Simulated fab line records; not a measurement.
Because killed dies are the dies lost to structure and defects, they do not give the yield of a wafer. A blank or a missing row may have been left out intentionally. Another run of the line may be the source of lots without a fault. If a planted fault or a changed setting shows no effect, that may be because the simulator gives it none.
Matching of chambers | flow nand-harc | NHARC_P_CONTACT_CMP_24 on cmp-04: 4 sister chambers
The step polishes, t overpolish 30 s, target thk 200 nm. 8 wafers are shown with their chamber, then 8 later ones without.

== WAFERS WITH THEIR CHAMBER ==
wafer  | chamber | motor-current-A (A) | time-to-endpoint-s (s)
L076.2 | 2       | 12.1                | 38.8
L076.6 | 1       | 13.7                | 42.7
L079.1 | 1       | 13.2                | 42.7
L079.5 | 0       | 11.0                | 36.4
L080.1 | 3       | 13.2                | 38.6
L080.4 | 2       | 12.4                | 40.8
L080.5 | 0       | 10.2                | 36.5
L085.2 | 3       | 12.8                | 38.5

== WAFERS WITH NO CHAMBER GIVEN ==
wafer  | motor-current-A (A) | time-to-endpoint-s (s)
L085.4 | 10.9                | 40.9
L085.5 | 12.5                | 40.7
L087.1 | 13.8                | 38.0
L087.2 | 12.8                | 38.8
L087.3 | 12.6                | 38.8
L091.1 | 10.9                | 44.0
L091.2 | 12.8                | 39.0
L091.6 | 13.1                | 39.9

== CHAMBER TAKEN BY EACH ==
wafer  | from the rows above     | in truth
L085.4 | 2                       | 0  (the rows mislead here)
L085.5 | can't be placed: 2 or 3 | 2
L087.1 | 3                       | 3
L087.2 | can't be placed: 3 or 2 | 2
L087.3 | can't be placed: 3 or 2 | 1
L091.1 | can't be placed: 2 or 1 | 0
L091.2 | can't be placed: 3 or 2 | 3
L091.6 | can't be placed: 3 or 2 | 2
Correctly placed: 1 of 8. Cannot be placed on the basis of these rows: 6; the candidates contain the true chamber in 4. Placed wrongly: 1.
How it was worked out, from the rows above alone: a wafer's distance from a chamber is the root of the sum, over the readings, of the square of ((its reading less the chamber's mean) divided by the reading's scatter). If the next closest chamber is less than 2 further off than the closest, the wafer can't be placed; otherwise it belongs to the closest. The mean given for a chamber averages the wafers shown for that chamber. The scatter: take each reading less its chamber's mean, square it, sum over the shown wafers, divide by the number of wafers less the number of chambers, and take the root.
